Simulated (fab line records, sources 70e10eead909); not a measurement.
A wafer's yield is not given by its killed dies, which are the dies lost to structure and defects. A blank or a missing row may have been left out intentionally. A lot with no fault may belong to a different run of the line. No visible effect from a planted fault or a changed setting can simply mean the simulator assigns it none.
Chamber matching    flow nandHarc    rieDiel-09 running NHARC_A_CHANNEL_HOLE_D2_DESCUM_15: 4 sister chambers
The step chemistry O2, time 3 s. 14 wafers are shown with their chamber, then 7 later ones without.

## WAFERS PAIRED WITH THEIR CHAMBERS
wafer   chamber  showerheadPlenumPTorr (Torr)  drypumpMotorCurrentA (A)  oesProductAu (a.u.)
L075.1  3        1.90                          5.0                       0.983
L075.5  0        1.97                          5.5                       0.997
L075.6  1        1.82                          5.8                       1.016
L078.1  3        1.90                          5.1                       0.998
L078.4  0        1.98                          5.5                       1.004
L078.5  3        1.90                          5.1                       0.995
L085.4  0        1.97                          5.5                       1.000
L085.5  2        1.85                          5.7                       1.003
L085.6  1        1.82                          5.8                       1.028
L087.3  2        1.85                          5.7                       0.985
L087.4  1        1.82                          5.8                       1.011
L087.5  2        1.85                          5.7                       0.997
L089.1  1        1.82                          5.7                       1.013
L089.4  3        1.90                          5.1                       1.004

SIGNATURES (averages over the wafers above)
reading                chamber 0  chamber 1  chamber 2  chamber 3  scatter within a chamber
showerheadPlenumPTorr  1.9733     1.8200     1.8500     1.9000     0.00258
drypumpMotorCurrentA   5.500      5.775      5.700      5.075      0.0387
oesProductAu           1.00033    1.01700    0.99500    0.99500    0.00775
Rule: a wafer lies at a distance from a chamber equal to the root of the sum of squares, over the readings, of (its reading less the chamber's mean, divided by the reading's scatter). The wafer belongs to the nearest chamber; if the next one is less than 2 further off, it can't be placed. The scatter: take each reading less its chamber's mean, square it, sum over the shown wafers, divide by the number of wafers less the number of chambers, and take the root.

## WAFERS WHOSE CHAMBER IS MISSING
wafer   showerheadPlenumPTorr (Torr)  drypumpMotorCurrentA (A)  oesProductAu (a.u.)
L089.6  1.85                          5.7                       1.002
L091.1  1.85                          5.7                       1.002
L091.3  1.97                          5.5                       1.004
L091.6  1.85                          5.7                       0.999
L097.4  1.97                          5.5                       1.004
L097.5  1.85                          5.7                       0.995
L097.6  1.90                          5.1                       0.996

## EACH ONE'S CHAMBER
wafer   from the rows above  in truth
L089.6  2                    2
L091.1  2                    2
L091.3  0                    0
L091.6  2                    2
L097.4  0                    0
L097.5  2                    2
L097.6  3                    3
Placed correctly: 7 of 7. Number that these rows cannot place: 0. 0 placed wrongly.
